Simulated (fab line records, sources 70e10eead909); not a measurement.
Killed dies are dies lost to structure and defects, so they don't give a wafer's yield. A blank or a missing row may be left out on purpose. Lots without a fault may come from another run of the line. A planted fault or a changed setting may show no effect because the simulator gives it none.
Which tool did it? | flow nand_harc | 13 lots, 36 wafers sampled, at 5 steps of a route of 1159

WHAT THE GAUGES READ, wafer by wafer
NHARC_END_SORT_01. Usual: killed_at_array 28, standard deviation 11; killed_at_other 0.5, standard deviation 0.85; killed_at_periphery 2.7, standard deviation 1.9; killed_dies 32, standard deviation 12; killed_open 3.3, standard deviation 1.6; killed_short 2.1, standard deviation 1.5.
lot  | measured     | on        | killed_at_array | killed_at_other | killed_at_periphery | killed_dies | killed_open | killed_short | flag
L771 | day 24 04:15 | prober-01 | 16 626          | 3 0             | 2 3                 | 21 629      | 2 5         | 3 3          | OFF
L769 | day 23 20:25 | prober-01 | 51 610          | 0 1             | 4 2                 | 55 613      | 6 2         | 2 4          | OFF
L774 | day 24 11:56 | prober-02 | 12 561          | 0 0             | 1 4                 | 13 565      | 1 2         | 2 3          | OFF

WHICH TOOL RAN EACH LOT (tool, then ch and the chambers of the sampled wafers, then the start)
lot  | NHARC_A_STAIRCASE_TRIM_26                     | NHARC_A_STAIRCASE_STRIP_175          | NHARC_A_STAIRCASE_ETCH_188         | NHARC_A_STAIRCASE_ETCH_190
L756 | rie_diel-11 ch 0,2,3, day 11 04:32 or earlier | plasma_asher-01 ch 0,1, day 11 04:32 | rie_diel-02 ch 0,1, day 11 06:20   | rie_diel-02 ch 0,1,3, no start
L758 | rie_diel-03 ch 0,1,3, day 11 04:26 or earlier | plasma_asher-02 ch 0,1, day 11 04:26 | rie_diel-03 ch 0,3, day 11 06:11   | rie_diel-03 ch 0,2, no start
L760 | rie_diel-11 ch 0,2,3, day 11 21:58 or earlier | plasma_asher-01 ch 0,1, day 11 21:58 | rie_diel-02 ch 0,1,3, day 11 23:53 | rie_diel-02 ch 0,1,2, no start
L759 | rie_diel-02 ch 1,2,3, day 11 22:12 or earlier | plasma_asher-01 ch 0,1, day 11 22:12 | rie_diel-11 ch 0,1, day 12 00:04   | rie_diel-11 ch 0,3, no start
L761 | rie_diel-02 ch 0,1,2, day 12 04:31 or earlier | plasma_asher-02 ch 0,1, day 12 04:31 | rie_diel-02 ch 0,1,2, day 12 06:17 | rie_diel-02 ch 0,1,2, no start
L764 | rie_diel-11 ch 1,2,3, day 12 23:01 or earlier | plasma_asher-02 ch 0,1, day 12 23:01 | rie_diel-11 ch 0,1,3, day 13 00:47 | rie_diel-11 ch 1,2,3, no start
L765 | rie_diel-02 ch 1,2, day 12 23:19 or earlier   | plasma_asher-02 ch 0,1, day 12 23:19 | rie_diel-03 ch 1,3, day 13 01:07   | rie_diel-03 ch 0,1, no start
L770 | rie_diel-11 ch 1,2, day 14 05:44 or earlier   | plasma_asher-01 ch 0,1, day 14 05:44 | rie_diel-03 ch 0,1, day 14 07:13   | rie_diel-03 ch 1,2, no start
L771 | rie_diel-03 ch 2, day 15 00:09 or earlier     | plasma_asher-02 ch 0, day 15 00:09   | rie_diel-11 ch 1,2, day 15 01:44   | rie_diel-11 ch 3, day 24 04:15 or earlier
L772 | rie_diel-03 ch 0,2,3, day 15 00:19 or earlier | plasma_asher-01 ch 0,1, day 15 00:19 | rie_diel-03 ch 1,2,3, day 15 02:08 | rie_diel-03 ch 1,2,3, no start
L769 | rie_diel-11 ch 0,2, day 15 01:27 or earlier   | plasma_asher-01 ch 0,1, day 15 01:27 | rie_diel-11 ch 0,2, day 15 03:22   | rie_diel-11 ch 0,1, day 23 20:25 or earlier
L774 | rie_diel-11 ch 0,3, day 15 12:14 or earlier   | plasma_asher-01 ch 0,1, day 15 12:14 | rie_diel-11 ch 0,1, day 15 14:01   | rie_diel-11 ch 0,1, day 24 11:56 or earlier
L778 | rie_diel-03 ch 1,2,3, day 16 15:41 or earlier | plasma_asher-01 ch 0,1, day 16 15:41 | rie_diel-02 ch 0,2,3, day 16 17:35 | rie_diel-02 ch 0,1,2, no start
- NHARC_A_STAIRCASE_TRIM_26: chemistry O2, time 211.2 s.
- NHARC_A_STAIRCASE_STRIP_175: strips in O2.
- NHARC_A_STAIRCASE_ETCH_188: etches the open film in C4F8/O2, target depth 100 nm, time 40.5 s.
- NHARC_A_STAIRCASE_ETCH_190: etches the open film in C4F8/O2, target depth 100 nm, time 40.5 s.

WHAT THE TOOLS THEMSELVES READ (means of the sampled wafers that have a number; where no wafer has one, the mark that the record gives instead)
NHARC_A_STAIRCASE_TRIM_26. Usual: drypump_motor_current_A 5.8 A, standard deviation 0.36; oes_product_au 1.001 a.u., standard deviation 0.0098; rf_vpp_V 57.8 V, standard deviation 0.89; showerhead_plenum_p_Torr 3.50 Torr, standard deviation 0.13; throttle_valve_pct 17.036 %, standard deviation 0.0094.
lot  | tool        | drypump_motor_current_A (A) | oes_product_au (a.u.) | rf_vpp_V (V) | showerhead_plenum_p_Torr (Torr) | throttle_valve_pct (%) | flag
L756 | rie_diel-11 | 5.7                         | 1.001                 | 57.8         | 3.61                            | 17.035                 |
L758 | rie_diel-03 | 5.8                         | 0.991                 | 57.8         | 3.50                            | 17.023                 |
L760 | rie_diel-11 | 5.7                         | 1.002                 | 58.1         | 3.61                            | 17.032                 |
L759 | rie_diel-02 | 5.7                         | 1.011                 | 57.9         | 3.33                            | 17.037                 |
L761 | rie_diel-02 | 5.7                         | 1.007                 | 57.0         | 3.39                            | 17.036                 |
L764 | rie_diel-11 | 5.6                         | 1.004                 | 58.7         | 3.61                            | 17.035                 |
L765 | rie_diel-02 | 5.3                         | 1.011                 | 56.7         | 3.33                            | 17.033                 |
L770 | rie_diel-11 | 5.5                         | 1.006                 | 57.6         | 3.63                            | 17.033                 |
L771 | rie_diel-03 | 5.9                         | 0.992                 | 57.4         | 3.65                            | 17.038                 |
L772 | rie_diel-03 | 5.8                         | 0.998                 | 57.8         | 3.51                            | 17.034                 |
L769 | rie_diel-11 | 5.8                         | 1.006                 | 57.8         | 3.60                            | 17.044                 |
L774 | rie_diel-11 | 5.8                         | 1.005                 | 57.2         | 3.56                            | 17.040                 |
L778 | rie_diel-03 | 5.8                         | 0.999                 | 58.4         | 3.52                            | 17.049                 |

NHARC_A_STAIRCASE_STRIP_175. Usual: drypump_motor_current_A 5.6 A, standard deviation 0.36; heater_power_w 309 W, standard deviation 18.
lot  | tool            | drypump_motor_current_A (A) | heater_power_w (W) | flag
L756 | plasma_asher-01 | 5.6                         | 304                |
L758 | plasma_asher-02 | 5.9                         | 309                |
L760 | plasma_asher-01 | 5.6                         | 322                |
L759 | plasma_asher-01 | 5.6                         | 305                |
L761 | plasma_asher-02 | 5.8                         | 305                |
L764 | plasma_asher-02 | 5.5                         | 295                |
L765 | plasma_asher-02 | 5.8                         | 307                |
L770 | plasma_asher-01 | 5.5                         | 315                |
L771 | plasma_asher-02 | 5.2                         | 282                |
L772 | plasma_asher-01 | 5.5                         | 317                |
L769 | plasma_asher-01 | 5.6                         | 314                |
L774 | plasma_asher-01 | 5.6                         | 313                |
L778 | plasma_asher-01 | 5.6                         | 305                |

NHARC_A_STAIRCASE_ETCH_188. Usual: oes_product_au 0.940 a.u., standard deviation 0.013; rf_vpp_V 896 V, standard deviation 4.1; run_length_s 61.9 s, standard deviation 0.33.
lot  | tool        | oes_product_au (a.u.) | rf_vpp_V (V) | run_length_s (s) | flag
L756 | rie_diel-02 | 0.942                 | 889          | 62.0             |
L758 | rie_diel-03 | 0.955                 | 894          | 61.3             |
L760 | rie_diel-02 | 0.936                 | 888          | 62.0             |
L759 | rie_diel-11 | 0.926                 | 897          | 62.0             |
L761 | rie_diel-02 | 0.942                 | 890          | 61.8             |
L764 | rie_diel-11 | 0.932                 | 898          | 62.1             |
L765 | rie_diel-03 | 0.930                 | 895          | 61.7             |
L770 | rie_diel-03 | 0.954                 | 896          | 61.5             |
L771 | rie_diel-11 | 0.955                 | 899          | 56.5             | OFF
L772 | rie_diel-03 | 0.924                 | 896          | 61.8             |
L769 | rie_diel-11 | 0.929                 | 900          | 56.6             | OFF
L774 | rie_diel-11 | 0.929                 | 896          | 56.6             | OFF
L778 | rie_diel-02 | 0.924                 | 897          | 61.8             |

NHARC_A_STAIRCASE_ETCH_190. Usual: oes_product_au 0.942 a.u., standard deviation 0.013; rf_vpp_V 896 V, standard deviation 4.2; run_length_s 61.9 s, standard deviation 0.38.
lot  | tool        | oes_product_au (a.u.) | rf_vpp_V (V) | run_length_s (s) | flag
L756 | rie_diel-02 | 0.939                 | 889          | 62.0             |
L758 | rie_diel-03 | 0.942                 | 898          | 61.5             |
L760 | rie_diel-02 | 0.935                 | 891          | 61.7             |
L759 | rie_diel-11 | 0.926                 | 898          | 62.1             |
L761 | rie_diel-02 | 0.956                 | 890          | 61.7             |
L764 | rie_diel-11 | 0.948                 | 900          | 61.7             |
L765 | rie_diel-03 | 0.928                 | 895          | 61.5             |
L770 | rie_diel-03 | 0.941                 | 900          | 61.8             |
L771 | rie_diel-11 | 0.940                 | 900          | 61.6             |
L772 | rie_diel-03 | 0.929                 | 896          | 61.7             |
L769 | rie_diel-11 | 0.938                 | 897          | 62.1             |
L774 | rie_diel-11 | 0.945                 | 898          | 62.4             |
L778 | rie_diel-02 | 0.944                 | 897          | 61.9             |

THE ANSWER, worked out from the rows above alone
Rule: a lot is off if the mean of its wafers that have a number lies more than 3 standard deviations from the usual mean. A lot without any number at a reading at which 4 lots or more have one is off too. The other lots that the step has rows for count as sound. The gauges are gone through in route order, then the tools' own readings, and for those a lot's mean is taken as printed above. The first step at which some lot is off is used, and at that step the reading that is off furthest; a lot without a number counts as furthest.
Off: L771, L769, L774, at NHARC_END_SORT_01 (killed_at_array). Neither off nor sound, because the step has no rows for them: L756, L758, L760, L759, L761, L764, L765, L770, L772, L778.
A tool fits if, at a process step before that reading, it ran every lot that is off, and no sound lot after the first of them. The gauges at NHARC_END_SORT_01 aren't tried: what is off there is off at NHARC_A_STAIRCASE_ETCH_188 too, on other tools, and a gauge's error can't cause that. NHARC_A_STAIRCASE_TRIM_26 gives no start for some lots, so the hours and the order of its lots are those of NHARC_A_STAIRCASE_STRIP_175. NHARC_A_STAIRCASE_ETCH_190 gives no start for some lots, so the hours and the order of its lots are those of NHARC_END_SORT_01. One fits: rie_diel-11 at NHARC_A_STAIRCASE_ETCH_188 and NHARC_A_STAIRCASE_ETCH_190. It ran no sound lot before its first lot that is off in this sample, so the start can't be narrowed down.

WHAT THE SIMULATOR HAD PUT IN
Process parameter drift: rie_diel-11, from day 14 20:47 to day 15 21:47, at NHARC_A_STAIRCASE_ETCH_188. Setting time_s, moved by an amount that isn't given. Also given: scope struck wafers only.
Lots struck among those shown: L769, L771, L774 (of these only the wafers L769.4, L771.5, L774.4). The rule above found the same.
